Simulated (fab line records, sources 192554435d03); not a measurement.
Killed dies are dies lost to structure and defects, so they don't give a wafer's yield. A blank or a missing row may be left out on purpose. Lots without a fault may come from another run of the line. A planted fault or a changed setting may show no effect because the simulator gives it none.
fab line records | flow n5_finfet
record lots=6 wafers=18 last_day=17
route steps=1938 shown BEOL_M15@1777 PASSIVATION@1936
lots that met no fault: from a run of the same line without faults
start_h: hours from the record's first day to the start of the lot's first wafer shown | wait_h: hours since the lot's step before | " the same as in the row above | L1.1+2: a row that stands for several wafers | - no value, or no start given | * or withheld: withheld | < > ~ a bound
route shown NAME@n: a module of which the file shows steps, and the number in the route of the first | usual: mean/standard deviation of fault-free wafers | same: alike in all rows | chamber/n: place in a boat | sites: the reading at each site | _std_site: their standard deviation | _edge_site: outer sites' mean less inner sites' | radius_mm: how far each site lies from the wafer's centre | mask NAME#n: copy n | behind: the tool/chamber that last shaped the wafer | hold: why the lot was held/for how many hours/how that ended | device: the transistor (n, p or np) that didn't switch | end of line: the same wafers' tests at the end of the route | a step without rows: its recipe alone | killed: dies lost to structure and defects at the first sort, not the wafer's yield | map: a wafer's dies, x killed, . not, _ none there
set.NAME: the setting as run; set.NAME@STEP: as run at that earlier step | model.NAME: the simulator's own value behind a step, which no gauge read
lots at some steps of the route; a table a step, a row a wafer
services: from which hour (start_h, from the record's first day; less than 0 if before it) a tool's chamber was out of use, for how many hours, and why
## steps
# step N5_BEOL_M15_EBR_06
# recipe solvent=PGMEA ebr_width_mm=1.5
# step N5_BEOL_M15_SOFTBAKE_05
# recipe temp_c=130 time_s=60
# step N5_BEOL_M15_EXPOSE_07
# recipe mask_id=V14 na=0.8 source_shape=annular sigma_inner=0.5 sigma_outer=0.8 polarization=unpolarized attpsm_phase_deg=180 dose_mj=41.25
# step N5_BEOL_M15_PEB_08
# recipe peb_temp_c=130 peb_time_s=90
# step N5_BEOL_M15_DEVELOP_09
# recipe develop_time_s=45 rinse_liquid=diw dry=air_spin dev_temp_c=21
# step N5_BEOL_M15_HARDBAKE_14
# recipe temp_c=130 time_s=120
# step N5_BEOL_M15_CD_MEAS_10
# recipe target_cd_nm=360 landing_energy_ev=500 detector=se_inlens polarity=opening
# usual cd_nm=359.8/2.4
# columns lot.wafer tool chamber start_h wait_h cd_nm
L279.1 cd_sem-01 0 254.42 - 362.4
L279.2 " 0 " " 358.4
L279.5 " 0 " " 358.2
L287.4 cd_sem-01 0 304.50 - 361.4
L287.5 " 0 " " 362.0
L287.6 " 0 " " 360.5
L288.1 cd_sem-02 0 350.29 - 355.7
L288.3 " 0 " " 359.1
L288.6 " 0 " " 358.1
L290.2 cd_sem-03 0 351.39 - 363.1
L290.5 " 0 " " 362.9
L290.6 " 0 " " 357.2
L298.1 cd_sem-02 0 394.28 - 360.0
L298.2 " 0 " " 359.0
L298.6 " 0 " " 360.5
L301.2 cd_sem-02 0 403.17 - 357.0
L301.4 " 0 " " 357.6
L301.5 " 0 " " 358.0
# step N5_BEOL_M15_OVL_MEAS_11
# recipe points_per_wafer=44
# usual V14_OVL=-3/5.5
# columns lot.wafer tool chamber start_h wait_h V14_OVL[nm]
L279.1 overlay-01 0 254.45 0.0 -2
L279.2 " 0 " " -10
L279.5 " 0 " " -3
L287.4 overlay-01 0 304.53 0.0 -12
L287.5 " 0 " " -6
L287.6 " 0 " " -11
L288.1 overlay-02 0 350.32 0.0 -5
L288.3 " 0 " " -13
L288.6 " 0 " " -13
L290.2 overlay-02 0 351.42 0.0 9
L290.5 " 0 " " 1
L290.6 " 0 " " 4
L298.1 overlay-02 0 394.31 0.0 -3
L298.2 " 0 " " -8
L298.6 " 0 " " -5
L301.2 overlay-01 0 403.20 0.0 2
L301.4 " 0 " " 0
L301.5 " 0 " " -1
# step N5_BEOL_M15_INSPECT_12
# recipe mode=adi inspect_instrument=macro
# usual raw_defect_count=2.0/1.4
# columns lot.wafer tool chamber start_h wait_h raw_defect_count
L279.1 defect_inspect-01 - 254.48 0.0 0
L279.2 " - " " 4
L279.5 " - " " 4
L287.4 defect_inspect-02 - 304.55 0.0 2
L287.5 " - " " 5
L287.6 " - " " 4
L288.1 defect_inspect-02 - 350.35 0.0 0
L288.3 " - " " 3
L288.6 " - " " 4
L290.2 defect_inspect-01 - 351.44 0.0 3
L290.5 " - " " 1
L290.6 " - " " 0
L298.1 defect_inspect-02 - 394.33 0.0 4
L298.2 " - " " 3
L298.6 " - " " 2
L301.2 defect_inspect-02 - 403.22 0.0 0
L301.4 " - " " 2
L301.5 " - " " 2
# step N5_BEOL_M15_DESCUM_15
# recipe chemistry=O2 time_s=7.9 source_power_w=50 bias_power_w=20 pressure_mtorr=20 rf_frequency_hz=2.712e+07 temp_c=40 o2_flow_sccm=225
# usual drypump_motor_current_A=5.5/0.36 oes_product_au=0.80/0.081 rf_vpp_V=243.1/1.4 showerhead_plenum_p_Torr=2.10/0.07 throttle_valve_pct=20.50/0.21
# same time_s=7.9
# columns lot.wafer tool chamber start_h wait_h drypump_motor_current_A oes_product_au rf_hours_counter_h rf_vpp_V showerhead_plenum_p_Torr throttle_valve_pct
L279.1 rie_diel-04 2 254.51 0.0 5.7 0.70 189 242.3 2.00 20.48
L279.2 " 3 " " 5.4 0.69 220 244.0 2.18 20.63
L279.5 " 0 " " 5.6 0.82 - 243.3 2.06 20.57
L287.4 rie_diel-06 1 304.60 0.0 5.4 0.80 - 241.9 2.02 20.68
L287.5 " 0 " " 5.6 0.72 - 244.1 2.16 20.49
L287.6 " 3 " " 5.2 0.82 - 245.1 2.20 20.11
L288.1 rie_diel-06 3 350.38 0.0 5.2 0.81 84 245.0 2.19 20.10
L288.3 " 1 " " 5.4 0.79 111 241.6 2.02 20.69
L288.6 " 0 " " 5.5 0.72 - 245.0 2.16 20.52
L290.2 rie_diel-06 2 351.48 0.0 6.1 0.73 176 241.8 2.09 20.54
L290.5 " 1 " " 5.4 0.79 - 242.3 2.02 20.71
L290.6 " 2 " " 6.1 0.73 - 243.3 2.09 20.54
L298.1 rie_diel-04 0 394.37 0.0 5.6 0.77 117 242.1 2.05 20.62
L298.2 " 1 " " 5.0 0.85 41 241.6 2.03 20.31
L298.6 " 0 " " 5.6 0.77 - 242.8 2.05 20.64
L301.2 rie_diel-02 2 403.26 0.0 5.8 0.83 80 242.6 2.04 20.26
L301.4 " 3 " " 5.7 0.79 109 244.9 2.21 20.86
L301.5 " 0 " " 4.8 0.88 - 243.2 2.06 20.50
# step N5_BEOL_M15_ETCH_59
# recipe chemistry=N2/H2 target=BARC target_depth_a=890 overetch_a=267 time_s=67.9 ion_energy_ev=200 pressure_mtorr=30 source_w=840 bias_w=150 n2_flow_sccm=200 h2_flow_sccm=200
# usual drypump_motor_current_A=5.5/0.36 oes_product_au=0.69/0.066 rf_vpp_V=523.7/2.5 showerhead_plenum_p_Torr=2.54/0.097 throttle_valve_pct=17.94/0.22
# same time_s=67.9
# columns lot.wafer tool chamber start_h wait_h drypump_motor_current_A oes_product_au rf_hours_counter_h rf_vpp_V showerhead_plenum_p_Torr throttle_valve_pct
L279.1 rie_diel-04 2 254.55 0.0 5.7 0.61 189 520.7 2.41 17.79
L279.2 " 3 " " 5.4 0.61 220 526.1 2.63 18.03
L279.5 " 0 " " 5.6 0.72 - 522.3 2.47 17.85
L287.4 rie_diel-06 1 304.64 0.0 5.4 0.69 - 523.7 2.46 18.08
L287.5 " 0 " " 5.6 0.61 - 527.7 2.65 18.17
L287.6 " 3 " " 5.2 0.70 - 527.3 2.71 17.78
L288.1 rie_diel-06 3 350.42 0.0 5.2 0.69 84 527.5 2.70 17.78
L288.3 " 1 " " 5.4 0.68 111 520.5 2.45 18.10
L288.6 " 0 " " 5.6 0.60 - 528.1 2.65 18.18
L290.2 rie_diel-06 2 351.51 0.0 6.1 0.62 176 525.2 2.54 18.03
L290.5 " 1 " " 5.4 0.67 - 522.6 2.45 18.11
L290.6 " 2 " " 6.1 0.63 - 523.6 2.54 18.03
L298.1 rie_diel-04 0 394.40 0.0 5.7 0.68 117 523.7 2.45 17.92
L298.2 " 1 " " 5.0 0.74 41 522.5 2.48 17.73
L298.6 " 0 " " 5.7 0.68 - 522.2 2.45 17.92
L301.2 rie_diel-02 2 403.29 0.0 5.8 0.71 80 520.0 2.45 17.54
L301.4 " 3 " " 5.7 0.68 109 526.8 2.68 18.39
L301.5 " 0 " " 4.7 0.74 - 522.0 2.50 18.02
# step N5_BEOL_M15_VIA_ETCH_16
# recipe chemistry=C4F8/O2/Ar target=SiO2 he_inner_torr=15 he_outer_torr=30 target_depth_a=17922 time_s=withheld ion_energy_ev=800 pressure_mtorr=20 source_w=1905 bias_w=2040 Ar_flow_sccm=400 C4F8_flow_sccm=16 O2_flow_sccm=12 ends=cleared
# usual O2_flow_sccm=12.00/0.033 drypump_motor_current_A=5.5/0.36 oes_product_au=0.73/0.071 rf_vpp_V=2251/52 showerhead_plenum_p_Torr=3.43/0.11 throttle_valve_pct=30.92/0.26
# columns lot.wafer tool chamber start_h wait_h O2_flow_sccm drypump_motor_current_A oes_product_au rf_vpp_V showerhead_plenum_p_Torr throttle_valve_pct
L279.1 rie_diel-04 2 254.60 0.0 12.00 5.7 0.63 2187 3.28 30.65
L279.2 " 3 " " 11.96 5.4 0.63 2194 3.54 30.85
L279.5 " 0 " " 11.99 5.6 0.75 2278 3.37 31.02
L287.4 rie_diel-06 1 304.79 0.1 11.96 5.4 0.74 2244 3.35 31.32
L287.5 " 0 " " 12.02 5.6 0.66 2197 3.57 31.16
L287.6 " 3 " " 11.98 5.2 0.75 2329 3.62 30.59
L288.1 rie_diel-06 3 350.47 0.0 12.00 5.2 0.73 2331 3.61 30.61
L288.3 " 1 " " 12.04 5.4 0.72 2242 3.34 31.34
L288.6 " 0 " " 12.05 5.6 0.66 2197 3.56 31.17
L290.2 rie_diel-06 2 351.56 0.0 11.96 6.1 0.67 2244 3.38 30.51
L290.5 " 1 " " 12.01 5.4 0.72 2243 3.34 31.32
L290.6 " 2 " " 11.99 6.1 0.66 2245 3.38 30.52
L298.1 rie_diel-04 0 394.45 0.0 12.03 5.6 0.70 2274 3.35 31.07
L298.2 " 1 " " 11.98 5.0 0.77 2319 3.35 30.70
L298.6 " 0 " " 12.07 5.6 0.71 2275 3.35 31.07
L301.2 rie_diel-02 2 403.34 0.0 11.94 5.8 0.75 2198 3.37 30.88
L301.4 " 3 " " 12.03 5.7 0.72 2224 3.55 30.94
L301.5 " 0 " " 11.96 4.8 0.79 2259 3.41 31.29
# step N5_BEOL_M15_STRIP_63
# recipe chemistry=O2 power_w=600 temp_c=60 pressure_mtorr=30 rf_frequency_hz=6e+07 bias_power_w=0 overash_fraction=0.3 o2_flow_sccm=225
# usual chamber_pressure_mTorr=29.99/0.06 drypump_motor_current_A=5.5/0.36 oes_product_au=0.80/0.079 rf_vpp_V=3.6/0.71 showerhead_plenum_p_Torr=2.10/0.07 throttle_valve_pct=16.72/0.2
# columns lot.wafer tool chamber start_h wait_h chamber_pressure_mTorr drypump_motor_current_A oes_product_au rf_hours_counter_h rf_vpp_V showerhead_plenum_p_Torr throttle_valve_pct
L279.1 rie_diel-04 2 254 - 30.00 5.7 0.71 189 4.2 2.01 16.77
L279.2 " 3 " " 29.97 5.4 0.70 221 3.3 2.18 16.93
L279.5 " 0 " " 29.98 5.6 0.83 - 4.5 2.07 16.70
L287.4 rie_diel-06 1 304 - 30.02 5.4 0.80 - 4.4 2.03 16.88
L287.5 " 0 " " 30.06 5.6 0.73 - 2.0 2.16 16.73
L287.6 " 3 " " 29.94 5.2 0.83 - 2.7 2.20 16.37
L288.1 rie_diel-06 3 350 - 30.01 5.2 0.82 84 3.2 2.19 16.41
L288.3 " 1 " " 21.03 5.4 0.80 112 4.2 2.02 16.89
L288.6 " 0 " " 30.02 5.5 0.72 - 2.8 2.16 16.74
L290.2 rie_diel-06 2 351 - 30.00 6.1 0.73 177 3.6 2.10 16.81
L290.5 " 1 " " 21.00 5.4 0.80 - 4.2 2.02 16.93
L290.6 " 2 " " 30.04 6.1 0.73 - 3.1 2.10 16.81
L298.1 rie_diel-04 0 394 - 29.94 5.6 0.78 117 4.9 2.05 16.78
L298.2 " 1 " " 30.04 5.0 0.86 41 3.3 2.04 16.54
L298.6 " 0 " " 29.91 5.6 0.77 - 4.3 2.05 16.75
L301.2 rie_diel-02 2 403 - 30.00 5.8 0.83 80 4.6 2.04 16.45
L301.4 " 3 " " 29.99 5.7 0.78 110 4.1 2.22 17.08
L301.5 " 0 " " 29.99 4.8 0.89 - 4.2 2.06 16.68
# step N5_BEOL_M15_STRIP_64
# recipe chemistry=O2 power_w=600 temp_c=60 pressure_mtorr=30 rf_frequency_hz=6e+07 bias_power_w=0 overash_fraction=0.3 o2_flow_sccm=225
# usual chamber_pressure_mTorr=30.005/0.026 drypump_motor_current_A=5.5/0.36 oes_product_au=0.80/0.079 rf_vpp_V=3.7/0.47 showerhead_plenum_p_Torr=2.10/0.07 throttle_valve_pct=16.72/0.2
# columns lot.wafer tool chamber start_h wait_h chamber_pressure_mTorr drypump_motor_current_A oes_product_au rf_hours_counter_h rf_vpp_V showerhead_plenum_p_Torr throttle_valve_pct
L279.1 rie_diel-04 2 - - 30.021 5.7 0.70 189 4.3 2.01 16.75
L279.2 " 3 " " 29.973 5.4 0.69 221 4.2 2.18 16.93
L279.5 " 0 " " 29.996 5.7 0.82 - 4.0 2.07 16.71
L287.4 rie_diel-06 1 - - 30.025 5.4 0.81 - 3.1 2.03 16.87
L287.5 " 0 " " 29.998 5.6 0.72 - 2.9 2.17 16.75
L287.6 " 3 " " 30.005 5.2 0.82 - 3.1 2.20 16.40
L288.1 rie_diel-06 3 - - 29.998 5.2 0.81 84 3.6 2.20 16.42
L288.3 " 1 " " 30.010 5.4 0.79 112 3.5 2.02 16.91
L288.6 " 0 " " 30.001 5.5 0.72 - 3.4 2.16 16.78
L290.2 rie_diel-06 2 - - 29.973 6.1 0.74 177 4.2 2.10 16.79
L290.5 " 1 " " 30.046 5.4 0.80 - 3.2 2.02 16.91
L290.6 " 2 " " 29.989 6.1 0.74 - 3.7 2.09 16.80
L298.1 rie_diel-04 0 - - 30.003 5.6 0.77 117 3.4 2.05 16.79
L298.2 " 1 " " 30.027 5.0 0.86 41 3.4 2.04 16.52
L298.6 " 0 " " 30.005 5.6 0.78 - 3.9 2.05 16.80
L301.2 rie_diel-02 2 - - 30.020 5.8 0.82 80 2.6 2.04 16.43
L301.4 " 3 " " 30.066 5.7 0.79 110 3.6 2.22 17.06
L301.5 " 0 " " 29.975 4.8 0.87 - 2.8 2.06 16.69
# step N5_PASSIVATION_PROBE_49
# usual defect_limited_yield=91.0/1.4 killed_at_M0_to_M3=35/10 killed_at_M4_up=14/5.5 killed_at_contacts=13/5.6 killed_at_front_end=41/11 killed_at_other=4/3.4 killed_dies=106/16 killed_open=68/12 killed_short=35/7.3 sort_bin_4_leakage=0.3/2.1 sort_bin_5_function=5.3/0.89 sort_bin_6_memory=3.4/0.67 sort_bin_8_speed=0.01/0.11 sort_n_pass=1070/28 sort_yield_pct=90.7/2.4
# same gross_dies=1180 killed_at_back_side=0
# columns lot.wafer tool chamber start_h wait_h defect_limited_yield[%] killed_at_M0_to_M3 killed_at_M4_up killed_at_contacts killed_at_front_end killed_at_other killed_dies killed_open killed_short sort_bin_4_leakage[%] sort_bin_5_function[%] sort_bin_6_memory[%] sort_bin_8_speed[%] sort_n_pass sort_yield_pct[%]
L279.1 prober-01 - 278.73 0.0 90.3 35 13 21 42 3 114 72 40 0 5.9 3.6 0 1066 90.3
L279.2 prober-01 - 278.78 0.1 91.7 36 8 8 39 7 98 70 27 0 4.2 4.2 0 1082 91.7
L279.5 prober-01 - 278.93 0.2 92.4 40 13 8 21 8 90 70 18 0 4.6 2.6 0 1090 92.4
L287.4 prober-01 - 320.82 0.2 93.0 27 19 4 33 0 83 61 21 0 4.7 2.0 0 1097 93.0
L287.5 prober-01 - 320.87 0.2 91.2 43 10 13 36 2 104 70 30 0 4.8 3.6 0 1076 91.2
L287.6 prober-01 - 320.92 0.3 89.7 58 11 11 37 4 121 77 39 0 5.7 4.2 0 1059 89.7
L288.1 prober-02 - 372.00 0.0 90.3 29 31 11 38 5 114 72 32 0 6.3 3.0 0 1066 90.3
L288.3 prober-02 - 372.10 0.1 92.5 15 34 12 24 3 88 62 25 0 4.6 2.8 0 1092 92.5
L288.6 prober-02 - 372.25 0.3 90.4 45 24 17 25 2 113 68 41 0 5.9 3.2 0 1067 90.4
L290.2 prober-02 - 376.53 0.1 95.1 12 10 5 31 0 58 35 22 0 3.0 1.9 0 1122 95.1
L290.5 prober-02 - 376.68 0.2 92.2 31 15 8 36 2 92 59 31 0 4.4 3.1 0.08 1088 92.2
L290.6 prober-02 - 376.73 0.3 93.9 25 4 10 28 5 72 43 26 0 3.6 2.3 0.17 1106 93.7
L298.1 prober-02 - 411.44 0.0 91.9 28 20 11 34 3 96 62 31 0 4.7 3.0 0 1084 91.9
L298.2 prober-02 - 411.49 0.1 89.5 43 15 17 47 2 124 87 33 1.6 6.4 3.9 0 1037 87.9
L298.6 prober-02 - 411.69 0.3 89.3 38 25 17 45 1 126 83 35 0 5.9 4.2 0 1054 89.3
L301.2 prober-02 - 419.58 0.1 92.5 25 10 9 39 5 88 54 32 0 4.2 3.2 0 1092 92.5
L301.4 prober-02 - 419.68 0.2 90.8 43 6 12 41 6 108 60 46 0 5.4 3.5 0 1072 90.8
L301.5 prober-02 - 419.73 0.2 89.7 38 23 14 43 4 122 74 47 0 6.5 3.7 0 1058 89.7
# killed by level:class
L279.1 MOL_CONTACT_COAG:geometric_particle:open=18 BEOL_M2:geometric_particle:open=11 GATE_CUT:geometric_particle:short=9 FIN_SAQP:geometric_particle:open=7 FIN_SAQP:geometric_particle:short=6 BEOL_M1:geometric_particle:open=6 STI_FIN_REVEAL:geometric_particle:open=4 GATE_CUT:geometric_particle:open=4
L279.2 FIN_SAQP:geometric_particle:open=11 BEOL_M1:geometric_particle:open=8 STI_FIN_REVEAL:geometric_particle:open=7 MOL_CONTACT_COAG:geometric_particle:open=7 BEOL_M0_SAQP:geometric_particle:open=7 GATE_CUT:geometric_particle:short=6 BEOL_M2:geometric_particle:open=5 GATE_CUT:geometric_particle:open=4
L279.5 BEOL_M3:geometric_particle:open=13 BEOL_M2:geometric_particle:open=9 MOL_CONTACT_COAG:geometric_particle:open=8 BEOL_M1:geometric_particle:open=7 BEOL_M5:geometric_particle:open=6 GATE_CUT:geometric_particle:short=5 GATE_CUT:geometric_particle:open=4 BEOL_M0:geometric_particle:open=4
L287.4 BEOL_M1:geometric_particle:open=11 BEOL_M4:geometric_particle:open=9 DUMMY_GATE:geometric_particle:open=8 FIN_SAQP:geometric_particle:open=6 STARTING-WAFER:geometric_particle:short=4 MOL_CONTACT_COAG:geometric_particle:open=4 BEOL_M3:geometric_particle:open=4 BEOL_M1:geometric_particle:short=3
L287.5 BEOL_M0_SAQP:geometric_particle:open=12 MOL_CONTACT_COAG:geometric_particle:open=10 BEOL_M0_SAQP:geometric_particle:short=10 BEOL_M1:geometric_particle:open=10 FIN_SAQP:geometric_particle:open=8 DUMMY_GATE:geometric_particle:open=8 FIN_SAQP:geometric_particle:short=6 STI_FIN_REVEAL:geometric_particle:open=4
L287.6 BEOL_M3:geometric_particle:open=19 FIN_SAQP:geometric_particle:open=11 BEOL_M0_SAQP:geometric_particle:short=9 BEOL_M0_SAQP:geometric_particle:open=8 BEOL_M2:geometric_particle:open=8 GATE_CUT:geometric_particle:short=6 MOL_CONTACT_COAG:geometric_particle:open=6 DUMMY_GATE:geometric_particle:open=5
L288.1 BEOL_M4:geometric_particle:open=13 FIN_SAQP:geometric_particle:short=8 DUMMY_GATE:geometric_particle:open=8 MOL_CONTACT_COAG:geometric_particle:open=7 BEOL_M0_SAQP:geometric_particle:open=6 STI_FIN_REVEAL:geometric_particle:open=5 ILD0:geometric_particle:short=5 BEOL_M1:geometric_particle:open=5
L288.3 BEOL_M4:geometric_particle:open=12 MOL_CONTACT_COAG:geometric_particle:open=10 DUMMY_GATE:geometric_particle:open=6 BEOL_M7:geometric_particle:open=6 BEOL_M8:geometric_particle:open=5 BEOL_M0_SAQP:geometric_particle:open=5 FIN_SAQP:geometric_particle:open=3 FIN_SAQP:geometric_particle:short=3
L288.6 BEOL_M4:geometric_particle:open=14 MOL_CONTACT_COAG:geometric_particle:open=12 BEOL_M0_SAQP:geometric_particle:short=12 BEOL_M1:geometric_particle:open=9 STI_FIN_REVEAL:geometric_particle:open=7 GATE_CUT:geometric_particle:short=6 MOL_CONTACT_COAG:geometric_particle:short=5 BEOL_M2:geometric_particle:open=5
L290.2 STI_FIN_REVEAL:geometric_particle:open=8 FIN_SAQP:geometric_particle:short=7 BEOL_M0_SAQP:geometric_particle:open=6 MOL_CONTACT_COAG:geometric_particle:open=4 STI_FIN_REVEAL:geometric_particle:short=4 DUMMY_GATE:geometric_particle:open=3 BEOL_M5:geometric_particle:open=3 SPACER0:geometric_particle:short=2
L290.5 FIN_SAQP:geometric_particle:short=12 BEOL_M0_SAQP:geometric_particle:open=9 FIN_SAQP:geometric_particle:open=7 MOL_CONTACT_COAG:geometric_particle:open=7 BEOL_M0_SAQP:geometric_particle:short=7 BEOL_M7:geometric_particle:open=5 DUMMY_GATE:geometric_particle:open=4 BEOL_M1:geometric_particle:open=4
L290.6 STI_FIN_REVEAL:geometric_particle:open=7 MOL_CONTACT_COAG:geometric_particle:open=7 FIN_SAQP:geometric_particle:short=5 BEOL_M3:geometric_particle:open=5 BEOL_M2:geometric_particle:open=5 BEOL_M0_SAQP:geometric_particle:short=4 FIN_SAQP:geometric_particle:open=3 STI_FIN_REVEAL:geometric_particle:short=3
L298.1 BEOL_M3:geometric_particle:open=15 BEOL_M4:geometric_particle:open=13 STI_FIN_REVEAL:geometric_particle:open=10 MOL_CONTACT_COAG:geometric_particle:open=7 FIN_SAQP:geometric_particle:short=4 GATE_CUT:geometric_particle:short=4 MOL_CONTACT_COAG:geometric_particle:short=4 FIN_SAQP:geometric_particle:open=3
L298.2 BEOL_M2:geometric_particle:open=15 MOL_CONTACT_COAG:geometric_particle:open=13 BEOL_M3:geometric_particle:open=13 FIN_SAQP:geometric_particle:short=10 FIN_SAQP:geometric_particle:open=8 GATE_CUT:geometric_particle:short=8 BEOL_M1:geometric_particle:open=6 STARTING-WAFER:geometric_particle:open=6
L298.6 MOL_CONTACT_COAG:geometric_particle:open=13 STI_FIN_REVEAL:geometric_particle:open=12 BEOL_M4:geometric_particle:open=11 BEOL_M3:geometric_particle:open=10 FIN_SAQP:geometric_particle:open=9 FIN_SAQP:geometric_particle:short=7 BEOL_M0_SAQP:geometric_particle:short=7 BEOL_M0_SAQP:geometric_particle:open=6
L301.2 FIN_SAQP:geometric_particle:short=14 BEOL_M1:geometric_particle:open=12 MOL_CONTACT_COAG:geometric_particle:open=8 FIN_SAQP:geometric_particle:open=5 STI_FIN_REVEAL:geometric_particle:open=4 BEOL_M0_SAQP:geometric_particle:short=4 BEOL_M2:geometric_particle:open=4 DUMMY_GATE:geometric_particle:open=3
L301.4 BEOL_M0_SAQP:geometric_particle:open=11 BEOL_M1:geometric_particle:open=9 FIN_SAQP:geometric_particle:short=8 STI_FIN_REVEAL:geometric_particle:open=8 MOL_CONTACT_COAG:geometric_particle:open=8 BEOL_M0_SAQP:geometric_particle:short=8 DUMMY_GATE:geometric_particle:open=5 BEOL_M3:geometric_particle:open=5
L301.5 BEOL_M4:geometric_particle:open=13 FIN_SAQP:geometric_particle:short=12 DUMMY_GATE:geometric_particle:open=11 MOL_CONTACT_COAG:geometric_particle:open=8 BEOL_M0_SAQP:geometric_particle:open=7 BEOL_M1:geometric_particle:open=7 STI_FIN_REVEAL:geometric_particle:open=6 MOL_CONTACT_COAG:geometric_particle:short=6
## services
# columns tool chamber start_h hours kind
rie_diel-02 0 234.65 - clean
rie_diel-02 0 234.65 - consumable_replace:focus_ring
rie_diel-02 0 234.65 19.3 scheduled_down
rie_diel-02 0 234.65 19.3 vent_cycle
rie_diel-04 1 249.86 - clean
rie_diel-04 1 249.86 - consumable_replace:focus_ring
rie_diel-04 1 249.86 12.2 scheduled_down
rie_diel-04 1 249.86 12.2 vent_cycle
rie_diel-06 2 299.45 8.1 repair
rie_diel-06 0 337.05 4.8 repair
rie_diel-02 1 338.56 - clean
rie_diel-02 1 338.56 - consumable_replace:focus_ring
rie_diel-02 1 338.56 16.8 scheduled_down
rie_diel-02 1 338.56 16.8 vent_cycle
rie_diel-04 3 361.23 - clean
rie_diel-04 3 361.23 - consumable_replace:focus_ring
rie_diel-04 3 361.23 19.9 scheduled_down
rie_diel-04 3 361.23 19.9 vent_cycle
rie_diel-04 2 388.56 11.7 repair
## key
first_sign step=N5_BEOL_M15_STRIP_63 reading=chamber_pressure_mTorr direction=down sigmas=99+ usual=* struck=*
effect none on later readings
met_at N5_BEOL_M15_STRIP_63
struck_wafers L288.3,L290.5
onset_between 304 350
fault kind=process_parameter_drift tool=rie_diel-06 chamber=1 onset_h=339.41 steps=N5_BEOL_M15_STRIP_63 channel=pressure_mtorr offset=* shape=step end_h=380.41 acts_in=* stated=*
